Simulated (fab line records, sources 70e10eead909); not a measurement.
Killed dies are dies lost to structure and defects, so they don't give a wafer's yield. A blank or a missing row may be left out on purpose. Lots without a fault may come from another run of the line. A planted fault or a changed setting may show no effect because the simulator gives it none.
fab line records | flow nand_harc
record lots=6 wafers=18 last_day=25
route steps=1159 shown THIN_TSV@1107 END@1159
lots that met no fault: from a run of the same line without faults
start_h: hours from the record's first day to the start of the lot's first wafer shown | wait_h: hours since the lot's step before | " the same as in the row above | L1.1+2: a row that stands for several wafers | - no value, or no start given | * or withheld: withheld | < > ~ a bound
route shown NAME@n: a module of which the file shows steps, and the number in the route of the first | usual: mean/standard deviation of fault-free wafers | same: alike in all rows | chamber/n: place in a boat | sites: the reading at each site | _std_site: their standard deviation | _edge_site: outer sites' mean less inner sites' | radius_mm: how far each site lies from the wafer's centre | mask NAME#n: copy n | behind: the tool/chamber that last shaped the wafer | hold: why the lot was held/for how many hours/how that ended | device: the transistor (n, p or np) that didn't switch | end of line: the same wafers' tests at the end of the route | a step without rows: its recipe alone | killed: dies lost to structure and defects at the first sort, not the wafer's yield | map: a wafer's dies, x killed, . not, _ none there
set.NAME: the setting as run; set.NAME@STEP: as run at that earlier step | model.NAME: the simulator's own value behind a step, which no gauge read
lots at some steps of the route; a table a step, a row a wafer
services: from which hour (start_h, from the record's first day; less than 0 if before it) a tool's chamber was out of use, for how many hours, and why
## steps
# step NHARC_THIN_TSV_DEP_43
# recipe target_thk_a=13285 temp_c=withheld pressure_torr=6.5 rf_w=900 teos_flow_sccm=161.4 flow_sccm=2650 target_thk_nm=1328.5 gas=O2 material=SiO2
# usual showerhead_vpp_V=1838/96 throttle_valve_pct=15.8/0.45
# columns lot.wafer tool chamber start_h wait_h showerhead_vpp_V throttle_valve_pct
L434.3 pecvd-02 1 439.37 - 1977 15.8
L434.6 " 0 " " 1773 16.3
L434.4 " 1 " " 1960 15.7
L439.3 pecvd-02 0 465.28 - 1721 16.1
L439.1 " 2 " " 1798 15.5
L439.6 " 0 " " 1753 16.1
L448.3 pecvd-02 2 532.50 - 1796 15.2
L448.6 " 1 " " 1951 15.7
L448.5 " 0 " " 1753 15.4
L449.1 pecvd-03 1 536.06 - 2044 15.6
L449.4 " 1 " " 2040 15.7
L449.5 " 0 " " 1748 16.4
L451.1 pecvd-04 0 538.37 - 1778 15.7
L451.2 " 1 " " 1776 15.6
L451.4 " 2 " " 1796 15.3
L455.3 pecvd-02 2 564.83 - 1786 15.4
L455.5 " 1 " " 1976 15.4
L455.6 " 2 " " 1844 15.4
# step NHARC_THIN_TSV_DEHYDRATE_04
# recipe temp_c=150 time_s=120
# step NHARC_THIN_TSV_HMDS_05
# recipe time_s=30
# step NHARC_THIN_TSV_COAT_06
# recipe spin_rpm=*
# step NHARC_THIN_TSV_SOFTBAKE_07
# recipe temp_c=122 time_s=95
# step NHARC_THIN_TSV_EBR_08
# step NHARC_THIN_TSV_EXPOSE_09
# recipe na=0.55 dose_mj=30.7 mask_id=TSV
# step NHARC_THIN_TSV_PEB_10
# recipe peb_temp_c=118 peb_time_s=85
# step NHARC_THIN_TSV_DEVELOP_11
# recipe time_s=70
# step NHARC_THIN_TSV_CD_MEAS_12
# recipe target_cd_nm=1000 landing_energy_ev=500
# usual cd_nm=999.4/1.8
# columns lot.wafer tool chamber start_h wait_h cd_nm
L434.3 cd_sem-02 0 440.11 - 1000.6
L434.4 " 0 " " 998.3
L434.6 " 0 " " 1000.3
L439.1 cd_sem-01 0 466.11 - 998.8
L439.3 " 0 " " 998.9
L439.6 " 0 " " 999.7
L448.3 cd_sem-02 0 533.29 - 1002.3
L448.5 " 0 " " 1000.0
L448.6 " 0 " " 998.7
L449.1 cd_sem-03 0 536.89 - 998.8
L449.4 " 0 " " 999.0
L449.5 " 0 " " 1002.8
L451.1 cd_sem-02 0 539.20 - 997.8
L451.2 " 0 " " 998.4
L451.4 " 0 " " 1003.2
L455.3 cd_sem-03 0 565.46 - 1002.0
L455.5 " 0 " " 998.8
L455.6 " 0 " " 1001.5
# step NHARC_THIN_TSV_HARDBAKE_13
# recipe temp_c=125 time_s=80
# step NHARC_THIN_TSV_DESCUM_14
# recipe time_s=3 o2_flow_sccm=200 ar_flow_sccm=0 bias_power_w=0 chemistry=O2
# usual chamber_pressure_mTorr=60.00/0.052 drypump_motor_current_A=5.7/0.62 oes_product_au=0.998/0.0079 rf_vpp_V=57.6/0.89 showerhead_plenum_p_Torr=1.87/0.076 throttle_valve_pct=11.311/0.0089
# columns lot.wafer tool chamber start_h wait_h chamber_pressure_mTorr drypump_motor_current_A oes_product_au rf_hours_counter_h rf_vpp_V showerhead_plenum_p_Torr throttle_valve_pct
L434.4 rie_diel-04 0 440.27 - 59.97 5.3 0.992 10 57.7 1.79 11.307
L434.3 " 2 " " 60.05 5.7 0.989 9 57.9 1.79 11.314
L434.6 " 1 " " 59.99 6.6 1.016 - 57.9 1.87 11.301
L439.3 rie_diel-08 0 466.28 - 60.15 6.3 0.996 11 59.0 1.89 11.308
L439.1 " 1 " " 59.96 5.9 0.998 12 56.6 1.78 11.306
L439.6 " 3 " " 60.08 5.6 0.973 - 58.2 1.91 11.333
L448.3 rie_diel-08 3 533.46 - 59.96 5.7 0.991 3 59.6 1.91 11.316
L448.5 " 1 " " 59.98 6.0 1.001 - 56.5 1.78 11.328
L448.6 " 2 " " 59.96 5.4 1.010 - 56.7 1.84 11.308
L449.4 rie_diel-05 0 537.05 - 59.97 4.7 0.989 1 58.0 1.81 11.303
L449.1 " 3 " " 59.96 6.4 1.006 2 58.5 1.91 11.303
L449.5 " 0 " " 60.03 4.7 0.993 - 57.6 1.81 11.303
L451.4 rie_diel-08 0 539.36 - 60.07 6.3 1.001 3 56.9 1.89 11.310
L451.1 " 2 " " 59.94 5.3 1.007 4 57.6 1.84 11.320
L451.2 " 3 " " 59.96 5.7 0.989 3 57.2 1.91 11.321
L455.3 rie_diel-04 1 565.63 - 59.99 6.6 1.003 6 57.6 1.87 11.296
L455.6 " 3 " " 60.06 5.2 1.008 - 58.6 2.05 11.306
L455.5 " 0 " " 60.00 5.3 0.987 - 57.6 1.79 11.296
# step NHARC_THIN_TSV_ETCH_44
# recipe target_depth_a=15942 time_s=797.1 cf4_flow_sccm=150 o2_flow_sccm=10 ar_flow_sccm=0 rf_w=300 bias_w=800 chemistry=CF4/O2
# usual bias_w=800.3/2.4 chamber_pressure_mTorr=30.000/0.028 drypump_motor_current_A=5.7/0.63 oes_product_au=0.999/0.0076 rf_vpp_V=792/4.4 run_length_s=818.3/0.4 showerhead_plenum_p_Torr=1.79/0.068 throttle_valve_pct=16.916/0.0088
# columns lot.wafer tool chamber start_h wait_h bias_w chamber_pressure_mTorr drypump_motor_current_A oes_product_au rf_hours_counter_h rf_vpp_V run_length_s showerhead_plenum_p_Torr throttle_valve_pct
L434.3 rie_diel-04 0 440.41 0.1 800.9 30.023 5.2 0.995 10 787 817.9 1.73 16.928
L434.4 " 2 " " 797.7 29.982 5.7 0.996 9 789 818.1 1.72 16.925
L434.6 " 3 " " 799.5 29.999 5.2 0.991 - 800 818.5 1.95 16.921
L439.1 rie_diel-08 1 466.35 0.1 797.8 30.038 5.9 0.992 12 787 817.7 1.72 16.914
L439.3 " 2 " " 798.6 30.017 5.4 0.989 10 789 818.5 1.77 16.923
L439.6 " 1 " " 797.3 29.981 5.9 0.999 - 786 817.7 1.72 16.910
L448.3 rie_diel-08 0 533.70 0.2 800.8 30.015 6.3 1.000 3 793 818.5 1.81 16.934
L448.6 " 1 " " - 29.932 5.9 1.011 - 790 640.1 1.72 16.916
L448.5 " 2 " " 799.1 29.995 5.4 1.015 - 791 818.8 1.77 16.907
L449.4 rie_diel-05 0 537.14 0.1 802.9 30.001 4.7 0.998 1 787 818.4 1.74 16.917
L449.1 " 2 " " 801.3 30.008 4.7 0.995 2 789 817.9 1.74 16.920
L449.5 " 0 " " 802.2 30.040 4.7 1.001 - 789 818.5 1.74 16.922
L451.2 rie_diel-08 3 539.44 0.1 802.2 29.989 5.7 0.994 3 794 818.9 1.83 16.918
L451.1 " 1 " " - 30.004 5.9 1.001 4 787 640.2 1.72 16.915
L451.4 " 2 " " 801.4 30.020 5.3 1.007 4 790 819.0 1.77 16.924
L455.3 rie_diel-04 3 565.81 0.2 800.3 30.019 5.2 1.005 7 804 818.3 1.95 16.923
L455.5 " 1 " " 802.9 30.009 6.6 0.998 - 791 817.8 1.80 16.912
L455.6 " 2 " " 798.5 29.985 5.7 0.990 - 788 818.3 1.72 16.918
# step NHARC_THIN_TSV_ETCH_15
# recipe target_depth_a=30000 bosch_target_overetch_cycles=2 bosch_etch_step_s=2.8 bosch_dep_step_s=1.2 bosch_cycles=14
# usual drypump_motor_current_A=5.4/0.53
# columns lot.wafer tool chamber start_h wait_h drypump_motor_current_A rf_hours_counter_h
L434.4 rie_si-01 0 440.95 - 5.2 1.2
L434.3 " 1 " " 6.5 1.1
L434.6 " 2 " " 5.3 -
L439.3 rie_si-04 2 466.92 - 4.7 0.0
L439.1 " 3 " " 5.5 0.0
L439.6 " 2 " " 4.7 -
L448.3 rie_si-04 2 534.12 - 4.7 0.7
L448.6 " 1 " " 5.9 -
L448.5 " 2 " " 4.7 -
L449.1 rie_si-04 3 537.70 - 5.5 0.7
L449.4 " 1 " " 6.0 0.8
L449.5 " 3 " " 5.5 -
L451.1 rie_si-01 0 540.02 - 5.2 0.4
L451.2 " 3 " " 5.4 0.4
L451.4 " 3 " " 5.4 -
L455.3 rie_si-01 2 566.30 - 5.3 0.6
L455.6 " 0 " " 5.2 -
L455.5 " 1 " " 6.5 -
# step NHARC_END_SORT_01
# recipe temp_c=25
# usual defect_limited_yield=95.3/1.7 killed_at_array=28/11 killed_at_other=0.5/0.85 killed_at_periphery=2.7/1.9 killed_dies=32/12 killed_open=3.3/1.6 killed_short=2.1/1.5 sort_bin_2_pct=1.5/0.71 sort_bin_3_pct=0.25/0.23 sort_bin_4_pct=3.0/1.1 sort_n_pass=645/12 sort_rim_yield_pct=95/3.1 sort_yield_pct=95.3/1.7
# same gross_dies=677 sort_bin_5_pct[%]=0 sort_bin_6_pct[%]=0 sort_bin_7_pct[%]=0 sort_bin_8_pct[%]=0 sort_rim_n_gross=106.00
# columns lot.wafer tool chamber start_h wait_h defect_limited_yield[%] killed_at_array killed_at_other killed_at_periphery killed_dies killed_open killed_short sort_bin_2_pct[%] sort_bin_3_pct[%] sort_bin_4_pct[%] sort_n_pass sort_rim_yield_pct[%] sort_yield_pct[%]
L448.3 prober-02 0 549.96 3.1 95.3 31 0 1 32 4 1 1.2 0.30 3.2 645 92 95.3
L448.5 prober-02 0 551.55 3.7 94.5 35 0 2 37 3 2 1.9 0.15 3.4 640 93 94.5
L448.6 prober-02 0 552.35 4.0 0 22 653 2 677 1 1 97.5 0.30 2.2 0 0 0
L451.1 prober-02 0 571.73 2.5 0 45 630 2 677 3 4 95.0 0.30 4.7 0 0 0
# killed by level:class
L448.3 A_CHANNEL_HOLE_D1:chamber_film_flake=12 A_ZERO_WELL:chamber_film_flake=5 A_STAIRCASE:chamber_film_flake=3 A_CONTACT:chamber_film_flake=3 A_CHANNEL_FILL_D1:geometric_particle:open=2 A_WL_FILL:chamber_film_flake=2 A_CHANNEL_FILL_D1:geometric_particle:short=1 A_CONTACT:geometric_particle:open=1
L448.5 A_CHANNEL_HOLE_D1:chamber_film_flake=21 A_ZERO_WELL:chamber_film_flake=3 A_STAIRCASE:chamber_film_flake=2 A_WL_FILL:chamber_film_flake=2 A_CONTACT:chamber_film_flake=2 P_M2:geometric_particle:open=1 A_CHANNEL_FILL_D1:geometric_particle:open=1 A_CHANNEL_FILL_D1:geometric_particle:short=1
L448.6 THIN_TSV:area_etch=653 A_CHANNEL_HOLE_D1:chamber_film_flake=11 A_STAIRCASE:chamber_film_flake=4 A_CONTACT:chamber_film_flake=3 A_ZERO_WELL:chamber_film_flake=2 P_M0:geometric_particle:open=1 A_WL_FILL:geometric_particle:short=1 P_M1:chamber_film_flake=1
L451.1 THIN_TSV:area_etch=630 A_CHANNEL_HOLE_D1:chamber_film_flake=16 A_SLIT:chamber_film_flake=15 A_CONTACT:chamber_film_flake=4 A_WL_FILL:geometric_particle:short=3 A_STAIRCASE:chamber_film_flake=3 P_ZERO_WELL:chamber_film_flake=2 A_ONON_D1:geometric_particle:open=1
# map L448.6 (x killed, . not)
____________x____________
_________xxxxxxx_________
_______xxxxxxxxxxx_______
______xxxxxxxxxxxxx______
_____xxxxxxxxxxxxxxx_____
____xxxxxxxxxxxxxxxxx____
____xxxxxxxxxxxxxxxxx____
___xxxxxxxxxxxxxxxxxxx___
___xxxxxxxxxxxxxxxxxxx___
__xxxxxxxxxxxxxxxxxxxxx__
__xxxxxxxxxxxxxxxxxxxxx__
_xxxxxxxxxxxxxxxxxxxxxxx_
_xxxxxxxxxxxxxxxxxxxxxxx_
_xxxxxxxxxxxxxxxxxxxxxxx_
_xxxxxxxxxxxxxxxxxxxxxxx_
_xxxxxxxxxxxxxxxxxxxxxxx_
xxxxxxxxxxxxxxxxxxxxxxxxx
xxxxxxxxxxxxxxxxxxxxxxxxx
xxxxxxxxxxxxxxxxxxxxxxxxx
xxxxxxxxxxxxxxxxxxxxxxxxx
xxxxxxxxxxxxxxxxxxxxxxxxx
_xxxxxxxxxxxxxxxxxxxxxxx_
_xxxxxxxxxxxxxxxxxxxxxxx_
_xxxxxxxxxxxxxxxxxxxxxxx_
_xxxxxxxxxxxxxxxxxxxxxxx_
_xxxxxxxxxxxxxxxxxxxxxxx_
__xxxxxxxxxxxxxxxxxxxxx__
__xxxxxxxxxxxxxxxxxxxxx__
___xxxxxxxxxxxxxxxxxxx___
___xxxxxxxxxxxxxxxxxxx___
____xxxxxxxxxxxxxxxxx____
____xxxxxxxxxxxxxxxxx____
_____xxxxxxxxxxxxxxx_____
______xxxxxxxxxxxxx______
_______xxxxxxxxxxx_______
_________xxxxxxx_________
____________x____________
# map L451.1 (x killed, . not)
____________x____________
_________xxxxxxx_________
_______xxxxxxxxxxx_______
______xxxxxxxxxxxxx______
_____xxxxxxxxxxxxxxx_____
____xxxxxxxxxxxxxxxxx____
____xxxxxxxxxxxxxxxxx____
___xxxxxxxxxxxxxxxxxxx___
___xxxxxxxxxxxxxxxxxxx___
__xxxxxxxxxxxxxxxxxxxxx__
__xxxxxxxxxxxxxxxxxxxxx__
_xxxxxxxxxxxxxxxxxxxxxxx_
_xxxxxxxxxxxxxxxxxxxxxxx_
_xxxxxxxxxxxxxxxxxxxxxxx_
_xxxxxxxxxxxxxxxxxxxxxxx_
_xxxxxxxxxxxxxxxxxxxxxxx_
xxxxxxxxxxxxxxxxxxxxxxxxx
xxxxxxxxxxxxxxxxxxxxxxxxx
xxxxxxxxxxxxxxxxxxxxxxxxx
xxxxxxxxxxxxxxxxxxxxxxxxx
xxxxxxxxxxxxxxxxxxxxxxxxx
_xxxxxxxxxxxxxxxxxxxxxxx_
_xxxxxxxxxxxxxxxxxxxxxxx_
_xxxxxxxxxxxxxxxxxxxxxxx_
_xxxxxxxxxxxxxxxxxxxxxxx_
_xxxxxxxxxxxxxxxxxxxxxxx_
__xxxxxxxxxxxxxxxxxxxxx__
__xxxxxxxxxxxxxxxxxxxxx__
___xxxxxxxxxxxxxxxxxxx___
___xxxxxxxxxxxxxxxxxxx___
____xxxxxxxxxxxxxxxxx____
____xxxxxxxxxxxxxxxxx____
_____xxxxxxxxxxxxxxx_____
______xxxxxxxxxxxxx______
_______xxxxxxxxxxx_______
_________xxxxxxx_________
____________x____________
## services
# columns tool chamber start_h hours kind
rie_diel-08 1 429.20 4.5 repair
rie_diel-08 0 433.46 - clean
rie_diel-08 2 433.46 - clean
rie_diel-08 2 448.00 11.9 repair
rie_si-04 - 453.00 9.0 pm
rie_diel-08 0 460.50 2.8 repair
rie_diel-04 - 465.90 9.0 pm
rie_si-01 0 467.97 3.3 repair
rie_diel-08 2 468.44 9.8 repair
pecvd-03 - 473.41 13.0 pm
rie_diel-08 - 478.81 9.0 pm
rie_si-01 - 481.00 9.0 pm
pecvd-04 - 486.68 3.1 repair
rie_si-01 1 503.56 20.4 repair
pecvd-02 - 515.49 13.0 pm
rie_diel-05 - 517.61 9.0 pm
rie_si-04 1 537.96 4.4 repair
rie_si-01 1 538.53 6.9 repair
pecvd-04 1 542.89 2.0 repair
rie_diel-05 1 550.67 3.6 repair
rie_si-01 2 553.29 9.7 repair
pecvd-04 - 557.46 13.0 pm
pecvd-02 2 559.57 1.8 repair
pecvd-03 - 564.14 5.3 repair
## key
first_sign step=NHARC_THIN_TSV_ETCH_44 reading=run_length_s direction=down sigmas=99+ usual=* struck=*
effect step=NHARC_END_SORT_01 reading=killed_at_other direction=up sigmas=99+ usual=0.5 struck=641.5
more_kills_born_at NHARC_THIN_TSV_ETCH_44@rie_diel-08=1283
met_at NHARC_THIN_TSV_ETCH_44
struck_wafers L448.6,L451.1
later_rows_left_out L448.6,L451.1
onset_between 466.35 533.70
fault kind=process_parameter_drift tool=rie_diel-08 chamber=1 onset_h=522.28 steps=NHARC_THIN_TSV_ETCH_44 channel=time_s offset=* shape=step end_h=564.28 acts_in=* stated=*
# later_rows_left_out: the simulator's readings of these wafers behind a module that went badly wrong aren't trusted and aren't shown, but for the sort
